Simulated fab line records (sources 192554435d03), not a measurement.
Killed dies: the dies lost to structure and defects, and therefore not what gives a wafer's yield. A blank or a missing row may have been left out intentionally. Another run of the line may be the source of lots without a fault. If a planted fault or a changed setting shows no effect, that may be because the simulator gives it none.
Comparing a struck lot with a sound one || flow n5 finfet || 30 steps out of a route of 1938
Sound: wafers L493.2, L493.3, L493.6. Wafers struck: L495.2, L495.4, L495.5. The cause is given at the end.
At each step with rows: each side's tool, then ch and its chambers, then its first start. Under that, the readings that differ: sound wafers || struck wafers || difference of the means || sigmas: that difference in standard deviations of wafers without a fault.
alike: readings whose means differ by less than 2 such deviations, and words and numbers that are the same on both sides. not compared: withheld readings, readings that some wafer has no value for, bounds like >300 that may hide the same value, and numbers for which the record gives no deviation and whose values overlap.
Wherever a step has rows on one side only, a row that says differs or no value, or a row with sigmas, the two part there. Numbers that don't overlap but have no deviation are shown without sigmas and don't part them. A reading missing from all wafers of one side parts the sides only when that side holds two or more wafers.

first, 11 steps without rows for these wafers: N5_BEOL_M1_ANNEAL_91 (time 240 s); N5_BEOL_M1_SPUTTER_92 (material Cu, target thk 4.5 nm, time 8.29 s); N5_BEOL_M1_ANNEAL_93 (time 240 s); N5_BEOL_M1_SPUTTER_94 (material Cu, target thk 4.5 nm, time 8.29 s); N5_BEOL_M1_ANNEAL_95 (time 240 s); N5_BEOL_M1_SPUTTER_96 (material Cu, target thk 4.5 nm, time 8.29 s); N5_BEOL_M1_ECD_50 (material Cu, target thk 300 nm); N5_BEOL_M1_ANNEAL_51 (time 90 s); N5_BEOL_M1_CMP_52 (polishes, stops on SiOC, t overpolish 6.8 s, target thk 40 nm); N5_BEOL_M1_PRE_CLEAN_60 (time 15 s); N5_BEOL_M1_CO_CAP_55 (material Co, precursor CCTBA/H2, target thk 2 nm, time 102.1 s).
N5_BEOL_M1_PRE_CLEAN_56: time 15 s.
  sound on pecvd-03 ch 1,2, day 10 05:50; struck on pecvd-01 ch 1,2, day 10 09:31
then, 1 step without rows for these wafers: N5_BEOL_M1_DEP_57 (deposits SiCN from 3MS/NH3, target thk 8 nm, time 14 s).
N5_BEOL_M1_INSPECT_59: inspects for defects (darkfield).
  sound on defect inspect-02, day 10 05:57; struck on defect inspect-02, day 10 09:38
{"reading": "raw defect count", "sound": "86 61 92", "struck": "457 549 535", "difference": "+434", "sigmas": "+19"}
then, 12 steps without rows for these wafers: N5_BEOL_M2_ILD_DEP_00 (deposits SiOC from DEMS/O2, target thk 79 nm, time 15.3 s); N5_BEOL_M2_PECVD_72 (deposits SiO2 from TEOS/O2, target thk 16 nm, time 18 s); N5_BEOL_M2_HM_DEP_02 (deposits TiN, target thk 20 nm); N5_BEOL_M2_COAT_61 (time 60 s, resist thk 60 nm); N5_BEOL_M2_COAT_62 (time 60 s, resist thk 12 nm); N5_BEOL_M2_COAT_73 (time 60 s, resist thk 5 nm); N5_BEOL_M2_COAT_05 (resist thk 30 nm); N5_BEOL_M2_EBR_07; N5_BEOL_M2_SOFTBAKE_06 (time 60 s); N5_BEOL_M2_EXPOSE_08 (exposes mask M2); N5_BEOL_M2_PEB_09 (peb time 60 s); N5_BEOL_M2_DEVELOP_10 (develop time 30 s).
N5_BEOL_M2_INSPECT_13: inspects for defects (brightfield).
  sound on defect inspect-01, day 10 07:30; struck on defect inspect-02, day 10 13:35
{"reading": "raw defect count", "sound": "516 481 502", "struck": "758 831 836", "difference": "+309", "sigmas": "+4"}
then, 1 step without rows for these wafers: N5_BEOL_M2_DESCUM_16 (chemistry O2, time 7 s).
N5_BEOL_M4_RC_MEAS_101:
  sound on prober-01 ch 0, day 12 12:50; struck on prober-02 ch 0, day 12 07:10
  alike: DIBL_N, DIBL_P, IOFF_N, IOFF_P, ION_N, ION_P, SS_N, SS_P, VT_N, VT_P
-- a jump in the record: the struck wafers' starts before and after are 4 days apart (it breaks off in module BEOL_M4 and resumes in module PASSIVATION, where the first step shown is number 1936 of the route) --
N5_PASSIVATION_PROBE_49:
  record: rows for the struck wafers here (prober-02, day 16 17:33), none for the sound ones

## WHERE THEY PART
Earliest at N5_BEOL_M1_INSPECT_59; latest, in this record, at N5_PASSIVATION_PROBE_49.

WHY: whatever the simulator had introduced
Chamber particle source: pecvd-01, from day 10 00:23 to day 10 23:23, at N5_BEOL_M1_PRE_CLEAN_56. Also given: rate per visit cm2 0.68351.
